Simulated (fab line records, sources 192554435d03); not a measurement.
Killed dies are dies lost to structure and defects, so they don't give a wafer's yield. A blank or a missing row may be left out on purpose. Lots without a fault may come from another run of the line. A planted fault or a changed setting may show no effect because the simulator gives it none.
fab line records | flow n5_finfet
record lots=4 wafers=12 last_day=19
route steps=1938 shown BEOL_M11@1545 PASSIVATION@1936
lots that met no fault: from a run of the same line without faults
start_h: hours from the record's first day to the start of the lot's first wafer shown | wait_h: hours since the lot's step before | " the same as in the row above | L1.1+2: a row that stands for several wafers | - no value, or no start given | * or withheld: withheld | < > ~ a bound
route shown NAME@n: a module of which the file shows steps, and the number in the route of the first | usual: mean/standard deviation of fault-free wafers | same: alike in all rows | chamber/n: place in a boat | sites: the reading at each site | _std_site: their standard deviation | _edge_site: outer sites' mean less inner sites' | radius_mm: how far each site lies from the wafer's centre | mask NAME#n: copy n | behind: the tool/chamber that last shaped the wafer | hold: why the lot was held/for how many hours/how that ended | device: the transistor (n, p or np) that didn't switch | end of line: the same wafers' tests at the end of the route | a step without rows: its recipe alone | killed: dies lost to structure and defects at the first sort, not the wafer's yield | map: a wafer's dies, x killed, . not, _ none there
set.NAME: the setting as run; set.NAME@STEP: as run at that earlier step | model.NAME: the simulator's own value behind a step, which no gauge read
lots at some steps of the route; a table a step, a row a wafer
## steps
# step N5_BEOL_M11_SOFTBAKE_06
# recipe temp_c=110 time_s=60 resist=CAR-ArF
# step N5_BEOL_M11_EXPOSE_08
# recipe mask_id=M11 na=1.35 source_shape=dipole sigma_inner=0.411 sigma_outer=0.611 polarization=te dose_mj=53.75
# step N5_BEOL_M11_PEB_09
# recipe peb_temp_c=withheld peb_time_s=60 resist=CAR-ArF
# step N5_BEOL_M11_DEVELOP_10
# recipe develop_time_s=30 developer=TMAH resist=CAR-ArF rinse_liquid=diw dry=air_spin dev_temp_c=23
# step N5_BEOL_M11_DESCUM_16
# recipe chemistry=O2 time_s=7.9 source_power_w=50 bias_power_w=20 pressure_mtorr=20 rf_frequency_hz=2.712e+07 temp_c=40 resist=CAR-ArF o2_flow_sccm=225
# step N5_BEOL_M11_ETCH_61
# recipe chemistry=CF4 target=SiARC target_depth_a=390 mask_material=CAR-ArF time_s=65 ion_energy_ev=80 pressure_mtorr=40 source_w=545 bias_w=36 Ar_flow_sccm=100 cf4_flow_sccm=100 ends=cleared
# step N5_BEOL_M11_ETCH_62
# recipe chemistry=N2/H2 target=SOC target_depth_a=1100 overetch_a=220 mask_material=SiARC temp_c=40 time_s=165 ion_energy_ev=200 pressure_mtorr=30 source_w=840 bias_w=150 n2_flow_sccm=200 h2_flow_sccm=200
# step N5_BEOL_M11_STRIP_68
# recipe chemistry=N2/H2 temp_c=40 n2_flow_sccm=200 h2_flow_sccm=200 rf_frequency_hz=6e+07
# step N5_BEOL_M11_STRIP_67
# recipe chemistry=CF4 resist=SiARC power_w=300 bias_power_w=75 pressure_mtorr=50 cf4_flow_sccm=150 rf_frequency_hz=6e+07
# step N5_BEOL_M11_HM_OPEN_17
# recipe chemistry=Cl2/BCl3 target_depth_a=200 overetch_a=60 target=TiN mask_material=SOC ion_energy_ev=150 pressure_mtorr=10 icp_w=1000 bias_w=126 Cl2_flow_sccm=53.25 bcl3_flow_sccm=21.75 Ar_flow_sccm=25
# usual drypump_motor_current_A=5.2/0.35 oes_product_au=0.71/0.041 throttle_valve_pct=22.19/0.23
# columns lot.wafer tool chamber start_h wait_h drypump_motor_current_A oes_product_au rf_hours_counter_h throttle_valve_pct
L708.2 rie_metal-03 1 269.64 0.0 5.4 0.66 38 22.19
L708.4 " 1 " " 5.4 0.66 - 22.20
L708.5 " 1 " " 5.4 0.66 - 22.21
L719.1 rie_metal-03 0 344.21 0.0 5.0 0.70 27 21.95
L719.5 " 1 " " 5.4 0.65 - 22.21
L719.6 " 0 " " 5.0 0.69 - 21.96
L720.2 rie_metal-03 0 365.56 0.0 5.0 0.69 29 21.96
L720.3 " 0 " " 5.0 0.68 - 21.98
L720.4 " 1 " " 5.4 0.63 - 22.23
L731.1 rie_metal-01 1 417.92 0.0 5.6 0.72 17 22.49
L731.4 " 1 " " 5.6 0.72 - 22.49
L731.5 " 1 " " 5.6 0.72 - 22.50
# step N5_BEOL_M11_STRIP_19
# recipe chemistry=O2 power_w=400 temp_c=40 pressure_mtorr=30 rf_frequency_hz=6e+07 bias_power_w=0 overash_fraction=0.2 o2_flow_sccm=225
# step N5_BEOL_M11_COAT_63
# recipe resist=SOC temp_c=250 time_s=60 spin_rpm=1500 resist_thk_nm=100
# step N5_BEOL_M11_COAT_64
# recipe resist=SiARC temp_c=220 time_s=60 spin_rpm=1500 resist_thk_nm=30
# step N5_BEOL_M11_COAT_22
# recipe resist=CAR-ArF spin_rpm=1500 resist_thk_nm=90
# step N5_BEOL_M11_EBR_24
# recipe solvent=PGMEA ebr_width_mm=1.5
# step N5_BEOL_M11_SOFTBAKE_23
# recipe temp_c=110 time_s=60 resist=CAR-ArF
# step N5_BEOL_M11_EXPOSE_25
# recipe mask_id=V10 na=1.35 source_shape=annular sigma_inner=0.5 sigma_outer=0.8 polarization=unpolarized dose_mj=85.5
# step N5_BEOL_M11_PEB_26
# recipe peb_temp_c=withheld peb_time_s=60 resist=CAR-ArF
# step N5_BEOL_M11_DEVELOP_27
# recipe develop_time_s=30 developer=TMAH resist=CAR-ArF rinse_liquid=diw dry=air_spin dev_temp_c=23
# step N5_BEOL_M11_INSPECT_30
# recipe mode=adi inspect_instrument=brightfield
# usual raw_defect_count=422/100
# columns lot.wafer tool chamber start_h wait_h raw_defect_count
L708.2 defect_inspect-02 - 271.18 0.0 369
L708.4 " - " " 430
L708.5 " - " " 444
L719.1 defect_inspect-02 - 347.68 0.0 709
L719.5 " - " " 769
L719.6 " - " " 593
L720.2 defect_inspect-01 - 368.70 0.0 865
L720.3 " - " " 647
L720.4 " - " " 837
L731.1 defect_inspect-01 - 421.42 0.0 385
L731.4 " - " " 351
L731.5 " - " " 505
# step N5_BEOL_M11_DESCUM_33
# recipe chemistry=O2 time_s=7.9 source_power_w=50 bias_power_w=20 pressure_mtorr=20 rf_frequency_hz=2.712e+07 temp_c=40 resist=CAR-ArF o2_flow_sccm=225
# step N5_PASSIVATION_PROBE_49
# usual defect_limited_yield=91.5/1.4 killed_at_M0_to_M3=34/11 killed_at_M4_up=15/6 killed_at_contacts=11/5.9 killed_at_front_end=37/11 killed_at_other=3.6/2.9 killed_dies=101/17 killed_on_rim=13/4 killed_open=66/12 killed_short=33/7.8 sort_bin_5_function=5.0/0.97 sort_bin_6_memory=3.2/0.65 sort_bin_8_speed=0.02/0.2 sort_n_pass=1079/17 sort_yield_pct=91.4/1.4
# same gross_dies=1180 killed_at_back_side=0 sort_bin_4_leakage[%]=0
# columns lot.wafer tool chamber start_h wait_h defect_limited_yield[%] killed_at_M0_to_M3 killed_at_M4_up killed_at_contacts killed_at_front_end killed_at_other killed_dies killed_on_rim killed_open killed_short sort_bin_5_function[%] sort_bin_6_memory[%] sort_bin_8_speed[%] sort_n_pass sort_yield_pct[%]
L719.1 prober-02 - 401.80 0.0 86.5 25 73 9 45 7 159 31 67 33 8.2 3.7 0 1021 86.5
L719.5 prober-02 - 402.00 0.2 85.8 33 94 10 27 4 168 26 48 29 9.4 3.1 0 1012 85.8
L719.6 prober-02 - 402.05 0.3 87.9 38 67 6 31 1 143 28 57 30 6.8 4.2 0 1037 87.9
L720.2 prober-01 - 414.88 0.1 86.9 33 71 9 31 11 155 27 67 31 8.7 3.5 0.08 1024 86.8
L720.3 prober-01 - 414.93 0.1 86.9 53 69 11 20 1 154 29 72 27 8.5 3.6 0 1026 86.9
L720.4 prober-01 - 414.98 0.2 86.2 38 98 8 17 2 163 24 48 25 9.5 3.6 0 1017 86.2
# killed by level:class
L719.1 BEOL_M11:unspecified=55 FIN_SAQP:geometric_particle:open=11 BEOL_M4:geometric_particle:open=10 FIN_SAQP:geometric_particle:short=8 MOL_CONTACT_COAG:geometric_particle:open=8 BEOL_M0_SAQP:geometric_particle:short=8 GATE_CUT:geometric_particle:open=6 BEOL_M0_SAQP:geometric_particle:open=5
L719.5 BEOL_M11:unspecified=88 BEOL_M0_SAQP:geometric_particle:short=10 MOL_CONTACT_COAG:geometric_particle:open=8 FIN_SAQP:geometric_particle:open=6 BEOL_M0_SAQP:geometric_particle:open=6 BEOL_M2:geometric_particle:open=5 STI_FIN_REVEAL:geometric_particle:open=4 GATE_CUT:geometric_particle:short=4
L719.6 BEOL_M11:unspecified=56 GATE_CUT:geometric_particle:short=7 BEOL_M0_SAQP:geometric_particle:open=7 BEOL_M0_SAQP:geometric_particle:short=6 BEOL_M3:geometric_particle:open=6 BEOL_M4:geometric_particle:open=6 MOL_CONTACT_COAG:geometric_particle:open=5 BEOL_M2:geometric_particle:open=5
L720.2 BEOL_M11:unspecified=56 MOL_CONTACT_COAG:geometric_particle:open=8 BEOL_M2:geometric_particle:open=8 BEOL_M4:geometric_particle:open=8 FIN_SAQP:geometric_particle:open=7 BEOL_M0_SAQP:geometric_particle:open=6 BEOL_M0_SAQP:geometric_particle:short=6 FIN_SAQP:geometric_particle:short=5
L720.3 BEOL_M11:unspecified=55 BEOL_M0_SAQP:geometric_particle:open=17 BEOL_M3:geometric_particle:open=12 MOL_CONTACT_COAG:geometric_particle:open=11 BEOL_M4:geometric_particle:open=9 BEOL_M0_SAQP:geometric_particle:short=7 STI_FIN_REVEAL:geometric_particle:open=6 BEOL_M1:geometric_particle:short=5
L720.4 BEOL_M11:unspecified=90 BEOL_M0_SAQP:geometric_particle:short=9 BEOL_M1:geometric_particle:open=8 BEOL_M0_SAQP:geometric_particle:open=7 BEOL_M3:geometric_particle:open=7 MOL_CONTACT_COAG:geometric_particle:open=6 FIN_SAQP:geometric_particle:short=4 DUMMY_GATE:geometric_particle:open=4
# map L719.5 (x killed, . not)
_________________..x..x.xxxxx________________
______________........xxxxxxxxxx_____________
___________........x.x.xxxxxxxxxx.x__________
__________.............xxxxxxxxx.xx._________
________....x......x.x.xxxxxxxxx.x..x._______
_______xx............x.x.xxxxxxxx.x....______
______..............x.xxx.xxxxx.xx......_____
_____................x.xxxxxxxx..........____
____......x.....x.....x.x.xx....x...x.....___
___........x.......x.....x.................__
___..............x.........xxx.....x.......__
__..............x..........................x_
__xx........x.......x...............x......._
_..........................x...x..........x..
_x.............x....x.................x.....x
_.........x..x................x.........x....
_....x................................x...x..
_................................x..........x
_..........x............x.x..................
_.....x.............................x........
_............................x...............
__.x...........x....xx................x....._
__....x.....x.........x..........x......x..._
___..........................x.............__
___.......x.........x..............xx.x....__
____....x..............................x..___
_____..........x.........................____
______.....x................x...xx....x._____
_______...............................x______
________....xx...xx....x..x..........._______
__________.........x....x..........._________
___________........................__________
______________.................._____________
_________________........x...________________
# map L720.4 (x killed, . not)
_________________.x....xxxxxx________________
______________x.....x.xxxxxxxxxx_____________
___________..........x.xxxxxxxxx...__________
__________........xxx.xxxxxxxxxxxxx._________
________..x.........xxxxxxxxxxxxxx...._______
_______.............x..xxxxxxxxxxx.....______
______........x.....x.xxx.xxxxxx......x._____
_____.............x.......xxxxx.x.......x____
____..............x...x..x.x.x.xx....x....___
___.x.................x.x.xx........x......__
___...x..........x........................x__
__.....................x......x............._
__...................x.....x.....x..x......._
_.....x..........x...........x............x..
_......x.........................xx..........
_..x................x..................x.....
_............................................
_.......x........x..x...x.x.........x........
_.................................x..........
_.......x......x.....x.......................
_.............x.....x....x.......x...........
__........................x..........x......_
__...x..x........x.........................._
___.....x..................................__
___......................x.xx..x.......x...__
____...................................xx.___
_____....x.............x.....x...........____
______.......x.x........................_____
_______................................______
________...x.........................._______
__________.........................._________
___________...x.................x..__________
______________.........x....x..._____________
_________________.....x......________________
## key
first_sign step=N5_BEOL_M11_INSPECT_30 reading=raw_defect_count direction=up sigmas=3 usual=422 struck=737
effect step=N5_PASSIVATION_PROBE_49 reading=killed_at_M4_up direction=up sigmas=11 usual=15 struck=79
more_kills_born_at N5_BEOL_M11_HM_OPEN_17@rie_metal-03=400
met_at N5_BEOL_M11_HM_OPEN_17
struck_wafers L719.1,L719.5,L719.6,L720.2,L720.3,L720.4
onset_between 269.64 344.21
fault kind=chamber_particle_source tool=rie_metal-03 chamber=- onset_h=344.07 steps=N5_BEOL_M11_HM_OPEN_17 rate_per_visit_cm2=0.41652 end_h=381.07
